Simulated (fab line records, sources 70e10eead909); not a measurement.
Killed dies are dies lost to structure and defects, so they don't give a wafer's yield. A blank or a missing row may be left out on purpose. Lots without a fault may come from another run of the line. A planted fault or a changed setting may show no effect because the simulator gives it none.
Which tool did it? | flow nand_harc | 24 lots, 72 wafers sampled, at 3 steps of a route of 1159

WHAT THE GAUGES READ, wafer by wafer
NHARC_A_SLIT_OVL_MEAS_10.
lot  | measured     | on         | overlay_x_nm (nm) | overlay_y_nm (nm)
L074 | day 14 08:30 | overlay-02 | 0.2 0.0 -0.2      | 0.4 0.7 0.1
L075 | day 14 11:09 | overlay-02 | 0.9 1.4 1.2       | -1.5 -1.8 -1.7
L076 | day 14 11:18 | overlay-02 | 0.5 0.0 0.9       | -0.2 0.0 0.2
L077 | day 14 10:59 | overlay-02 | 1.5 0.8 0.6       | -0.8 -1.0 -1.4
L079 | day 15 11:27 | overlay-02 | -1.8 -1.3 -1.4    | 0.6 0.3 1.3
L078 | day 15 12:10 | overlay-01 | -0.1 -0.5 0.0     | -0.2 0.5 0.8
L080 | day 15 11:17 | overlay-02 | -0.6 -0.1 -0.9    | 0.2 0.2 0.1
L081 | day 15 16:32 | overlay-01 | -1.4 -1.0 -1.4    | -0.9 -0.6 -0.8
L082 | day 16 10:26 | overlay-01 | 0.6 0.7 0.1       | -1.3 -1.0 -0.9
L083 | day 16 11:35 | overlay-01 | -1.1 -0.8 -0.9    | -0.5 -1.0 -0.6
L086 | day 17 04:46 | overlay-02 | 0.4 0.2 0.2       | 0.6 0.8 0.7
L087 | day 17 05:11 | overlay-02 | -0.3 0.2 0.5      | 0.4 0.2 0.7
L084 | day 17 05:02 | overlay-01 | -1.1 -1.2 -0.9    | -1.3 -1.5 -1.3
L085 | day 17 08:54 | overlay-02 | -0.9 -0.9 -1.4    | 1.2 1.0 0.9
L089 | day 18 09:14 | overlay-02 | -0.3 -0.3 -0.2    | -0.9 -0.7 -0.8
L088 | day 18 09:53 | overlay-01 | -0.2 -0.8 -1.0    | 0.7 0.6 0.8
L093 | day 18 15:44 | overlay-01 | 0.2 0.1 0.6       | 2.0 1.0 1.7
L092 | day 18 16:31 | overlay-01 | 0.2 0.0 -0.1      | 0.1 0.6 0.1
L090 | day 18 15:53 | overlay-02 | -1.5 -0.6 -1.1    | 1.2 1.1 0.9
L091 | day 18 19:03 | overlay-02 | -1.0 -1.1 -2.0    | -0.4 -0.4 -0.4
L094 | day 19 09:49 | overlay-02 | 0.5 0.2 0.5       | 1.0 0.8 1.2
L096 | day 19 23:59 | overlay-02 | -0.8 -0.9 -1.2    | -0.8 -0.9 -0.8
L095 | day 19 23:48 | overlay-02 | 0.3 0.1 0.3       | -0.3 0.2 0.0
L097 | day 20 05:47 | overlay-01 | 1.5 1.5 1.0       | 1.2 0.7 0.5

WHICH TOOL RAN EACH LOT (tool, then ch and the chambers of the sampled wafers, then the start)
lot  | NHARC_A_STAIRCASE_STRIP_475                   | NHARC_A_SLIT_DEP_23
L074 | rie_diel-11 ch 1,2,3, day 14 07:44 or earlier | pecvd-02 ch 0,1,2, day 14 07:44
L075 | rie_diel-07 ch 1,2,3, day 14 10:23 or earlier | pecvd-04 ch 0,1,2, day 14 10:23
L076 | rie_diel-11 ch 0,1,2, day 14 10:31 or earlier | pecvd-02 ch 0,1,2, day 14 10:31
L077 | rie_diel-03 ch 0,1,3, day 14 02:29            | pecvd-02 ch 0,2, day 14 10:20
L079 | rie_diel-11 ch 1,2,3, day 15 10:38 or earlier | pecvd-04 ch 0,2, day 15 10:38
L078 | rie_diel-03 ch 0,3, day 15 11:22 or earlier   | pecvd-04 ch 0, day 15 11:22
L080 | rie_diel-07 ch 0,1,3, day 15 10:39 or earlier | pecvd-01 ch 0,2, day 15 10:39
L081 | rie_diel-11 ch 0,1,2, day 15 15:49 or earlier | pecvd-02 ch 1,2, day 15 15:49
L082 | rie_diel-03 ch 0,2,3, day 16 09:40 or earlier | pecvd-02 ch 0,1, day 16 09:40
L083 | rie_diel-03 ch 1,2,3, day 16 10:49 or earlier | pecvd-04 ch 0,1,2, day 16 10:49
L086 | rie_diel-11 ch 1,2,3, day 17 04:07 or earlier | pecvd-02 ch 0,1,2, day 17 04:07
L087 | rie_diel-11 ch 0,2,3, day 17 04:25 or earlier | pecvd-02 ch 0,1,2, day 17 04:25
L084 | rie_diel-07 ch 0,2,3, day 17 04:22 or earlier | pecvd-01 ch 0,1,2, day 17 04:22
L085 | rie_diel-07 ch 0,1,2, day 17 08:05 or earlier | pecvd-01 ch 0,1, day 17 08:05
L089 | rie_diel-11 ch 1,3, day 18 08:30 or earlier   | pecvd-01 ch 0,2, day 18 08:30
L088 | rie_diel-03 ch 2,3, day 17 20:28              | pecvd-01 ch 0,2, day 18 09:17
L093 | rie_diel-11 ch 0,1,3, day 18 14:59 or earlier | pecvd-02 ch 0,1,2, day 18 14:59
L092 | rie_diel-11 ch 0,1,2, day 18 15:46 or earlier | pecvd-04 ch 0,1,2, day 18 15:46
L090 | rie_diel-03 ch 0,2,3, day 18 05:26            | pecvd-04 ch 1,2, day 18 15:08
L091 | rie_diel-03 ch 0,3, day 18 06:58              | pecvd-02 ch 1,2, day 18 18:25
L094 | rie_diel-07 ch 1,2,3, day 19 09:01 or earlier | pecvd-01 ch 0,1, day 19 09:01
L096 | rie_diel-03 ch 1,2, day 19 23:14 or earlier   | pecvd-02 ch 0,2, day 19 23:14
L095 | rie_diel-11 ch 0,1, day 19 23:10 or earlier   | pecvd-04 ch 1,2, day 19 23:10
L097 | rie_diel-07 ch 0,2,3, day 20 05:01 or earlier | pecvd-02 ch 0,1,2, day 20 05:01
- NHARC_A_STAIRCASE_STRIP_475: strips in O2, time 20 s.
- NHARC_A_SLIT_DEP_23: deposits SiON, target thk 100 nm.

WHAT THE TOOLS THEMSELVES READ (means of the sampled wafers that have a number; where no wafer has one, the mark that the record gives instead)
NHARC_A_STAIRCASE_STRIP_475.
lot  | tool        | drypump_motor_current_A (A) | oes_product_au (a.u.) | rf_vpp_V (V) | showerhead_plenum_p_Torr (Torr) | throttle_valve_pct (%)
L074 | rie_diel-11 | 5.8                         | 1.004                 | 57.1         | 3.45                            | 17.025
L075 | rie_diel-07 | 6.0                         | 1.008                 | 58.2         | 3.50                            | 17.028
L076 | rie_diel-11 | 6.1                         | 0.995                 | 57.6         | 3.47                            | 17.043
L077 | rie_diel-03 | 5.8                         | 1.009                 | 58.6         | 3.59                            | 17.042
L079 | rie_diel-11 | 5.8                         | 0.995                 | 57.6         | 3.45                            | 17.036
L078 | rie_diel-03 | 6.0                         | 1.015                 | 57.5         | 3.60                            | 17.047
L080 | rie_diel-07 | 5.7                         | 0.999                 | 58.0         | 3.55                            | 17.049
L081 | rie_diel-11 | 6.0                         | 1.001                 | 57.9         | 3.47                            | 17.049
L082 | rie_diel-03 | 6.0                         | 1.009                 | 57.4         | 3.61                            | 17.043
L083 | rie_diel-03 | 5.8                         | 0.998                 | 57.0         | 3.59                            | 17.028
L086 | rie_diel-11 | 5.8                         | 0.996                 | 57.8         | 3.44                            | 17.041
L087 | rie_diel-11 | 5.7                         | 0.996                 | 57.9         | 3.39                            | 17.030
L084 | rie_diel-07 | 5.5                         | 1.007                 | 58.0         | 3.52                            | 17.038
L085 | rie_diel-07 | 6.1                         | 1.018                 | 57.2         | 3.50                            | 17.037
L089 | rie_diel-11 | 5.7                         | 0.995                 | 58.8         | 3.45                            | 17.031
L088 | rie_diel-03 | 6.0                         | 1.007                 | 58.4         | 3.62                            | 17.039
L093 | rie_diel-11 | 6.0                         | 0.992                 | 57.7         | 3.48                            | 17.041
L092 | rie_diel-11 | 6.1                         | 0.990                 | 57.1         | 3.45                            | 17.037
L090 | rie_diel-03 | 6.0                         | 1.001                 | 57.6         | 3.60                            | 17.043
L091 | rie_diel-03 | 6.0                         | 0.999                 | 57.9         | 3.58                            | 17.039
L094 | rie_diel-07 | 5.9                         | 0.990                 | 57.5         | 3.48                            | 17.026
L096 | rie_diel-03 | 5.2                         | 1.014                 | 59.1         | 3.63                            | 17.032
L095 | rie_diel-11 | 6.3                         | 0.992                 | 57.8         | 3.54                            | 17.036
L097 | rie_diel-07 | 5.5                         | 1.003                 | 57.7         | 3.51                            | 17.036

NHARC_A_SLIT_DEP_23.
lot  | tool     | chamber_pressure_Torr (Torr) | heater_power_w (W)
L074 | pecvd-02 | 3.497                        | 795
L075 | pecvd-04 | 3.503                        | 761
L076 | pecvd-02 | 3.497                        | 769
L077 | pecvd-02 | 3.504                        | 802
L079 | pecvd-04 | 3.500                        | 823
L078 | pecvd-04 | 3.491                        | 686
L080 | pecvd-01 | 3.500                        | 730
L081 | pecvd-02 | 3.492                        | 741
L082 | pecvd-02 | 3.496                        | 610
L083 | pecvd-04 | 3.499                        | 748
L086 | pecvd-02 | 3.503                        | 691
L087 | pecvd-02 | 3.509                        | 745
L084 | pecvd-01 | 3.504                        | 783
L085 | pecvd-01 | 3.507                        | 839
L089 | pecvd-01 | 3.508                        | 797
L088 | pecvd-01 | 3.494                        | 756
L093 | pecvd-02 | 3.506                        | 739
L092 | pecvd-04 | 3.499                        | 642
L090 | pecvd-04 | 3.495                        | 748
L091 | pecvd-02 | 3.505                        | 756
L094 | pecvd-01 | 3.499                        | 810
L096 | pecvd-02 | 3.508                        | 722
L095 | pecvd-04 | 3.504                        | 769
L097 | pecvd-02 | 3.505                        | 707

THE ANSWER, worked out from the rows above alone
Rule: what is usual is taken from the lots themselves. Put in order of their means at a reading, lots are off if they are a third of the lots or fewer, leave a main group of 4 or more, and stand apart from it by a gap of 3 or more times the standard deviation of the main group's means; of several such gaps the widest counts. A main group whose means are all the same, to the digits that the tables above print for the reading, isn't used. A lot without any number at a reading at which 4 lots or more have one is off too. The other lots that the step has rows for count as sound. The gauges are gone through in route order, then the tools' own readings, and for those a lot's mean is taken as printed above. The first step at which some lot is off is used, and at that step the reading that is off furthest; a lot without a number counts as furthest.
No lot is off at any reading shown: from this, nothing can be told.

WHAT THE SIMULATOR HAD PUT IN
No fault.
